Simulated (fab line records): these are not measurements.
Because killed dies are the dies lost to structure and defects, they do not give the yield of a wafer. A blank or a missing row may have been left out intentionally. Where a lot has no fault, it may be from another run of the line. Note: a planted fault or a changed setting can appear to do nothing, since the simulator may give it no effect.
Comparing a struck lot with a sound one -- flow n5-finfet -- 36 out of 1938 route steps
Sound: these wafers, L882.4, L882.5, L882.6. Struck: wafers L875.2, L875.3, L875.4. Last of all comes the cause.
Order at every step that has rows: each side's tool, ch and its chambers, its first start. Under that, the readings that differ: sound wafers -- struck wafers -- difference of the means -- sigmas: that difference in standard deviations of wafers without a fault.
alike: a reading whose means differ by less than 2 such deviations, as well as words and numbers matching on both sides. not compared: withheld readings; readings where some wafer has no value; bounds like >300 that might hide an equal value; numbers whose values overlap and for which the record gives no deviation.
The two part at a step that has a row with sigmas, a row that says differs or no value, or rows on one side only. Numbers that don't overlap but have no deviation are shown without sigmas and don't part them. Lack of a reading on every wafer of one side parts them only where that side has two or more wafers.

first, 10 steps without rows for these wafers: N5_BEOL_M15_DESCUM_33 (chemistry O2, time 7.9 s); N5_BEOL_M15_ETCH_61 (etches BARC in N2/H2, target depth 89 nm, overetch 26.7 nm, time 67.9 s); N5_BEOL_M15_TRENCH_ETCH_34 (etches SiO2 in C4F8/O2/Ar, target depth 872.93 nm, time 199 s); N5_BEOL_M15_STRIP_36 (strips in O2); N5_BEOL_M15_STRIP_62 (strips in O2); N5_BEOL_M15_STRIP_37 (strips in O2); N5_BEOL_M15_ETCH_38 (etches SiCN in CF4/N2, target depth 106.4 nm, time 120.5 s); N5_BEOL_M15_PRECLEAN_39 (cleans in residue remover, time 60 s); N5_BEOL_M15_SRD_40 (time 30 s, dry time 30 s); N5_BEOL_M15_DEGAS_41 (time 60 s).
N5_BEOL_M15_PRE_CLEAN_42: time 30 s.
  sound: pvd-sputter-03 at day 18 10:13; struck: pvd-sputter-01 at day 17 12:09
  alike: heater-power-w, susceptor-temp-C
then, 24 steps without rows for these wafers: N5_BEOL_M15_SPUTTER_43 (material TaN, target thk 15 nm, time 24.19 s); N5_BEOL_M15_SPUTTER_44 (material Ta, target thk 15 nm, time 24.19 s); N5_BEOL_M15_SPUTTER_45 (material Cu, target thk 100 nm, time 16.67 s); N5_BEOL_M15_ECD_47 (material Cu, target thk 1860 nm); N5_BEOL_M15_ANNEAL_48 (time 90 s); N5_BEOL_M15_CMP_49 (polishes, stops on SiO2, t overpolish 4.9 s, target thk 850 nm); N5_BEOL_M15_PRE_CLEAN_52 (time 15 s); N5_BEOL_M15_DEP_53 (deposits SiCN from 3MS/NH3, target thk 50 nm, time 17.8 s); N5_PASSIVATION_PECVD_00 (deposits SiO2 from SiH4/N2O, target thk 200 nm, time 11.2 s); N5_MIM_BOT_DEGAS_01 (time 60 s); N5_MIM_BOT_SPUTTER_00 (material TiN, target thk 35 nm, time 89.7 s); N5_MIM_TOP_ALD_00 (deposits Al2O3, purge time 3 s, co reactant pulse time 3 s); N5_MIM_TOP_ALD_01 (deposits HfO2, target thk 5.6 nm, pulse time 1 s, purge time 3 s); N5_MIM_TOP_ALD_02 (deposits Al2O3, purge time 3 s, co reactant pulse time 3 s); N5_MIM_TOP_DEGAS_04 (time 60 s); N5_MIM_TOP_SPUTTER_03 (material TiN, target thk 35 nm, time 89.7 s); N5_MIM_TOP_LITHO_HMDS_01 (time 60 s); N5_MIM_TOP_LITHO_COAT_02; N5_MIM_TOP_LITHO_EBR_04; N5_MIM_TOP_LITHO_SOFTBAKE_03 (time 90 s); N5_MIM_TOP_LITHO_EXPOSE_05 (exposes mask MIM TOP, target cd 2000 nm); N5_MIM_TOP_LITHO_PEB_06; N5_MIM_TOP_LITHO_DEVELOP_07 (develop time 60 s); N5_MIM_TOP_LITHO_HARDBAKE_09 (time 120 s).
N5_PASSIVATION_PROBE_49:
  rows exist in the record for the struck wafers here (prober-01, day 18 01:04), but not for the sound ones

## WHERE THEY PART
Only at N5_PASSIVATION_PROBE_49, within this record.

WHY: the cause the simulator had injected
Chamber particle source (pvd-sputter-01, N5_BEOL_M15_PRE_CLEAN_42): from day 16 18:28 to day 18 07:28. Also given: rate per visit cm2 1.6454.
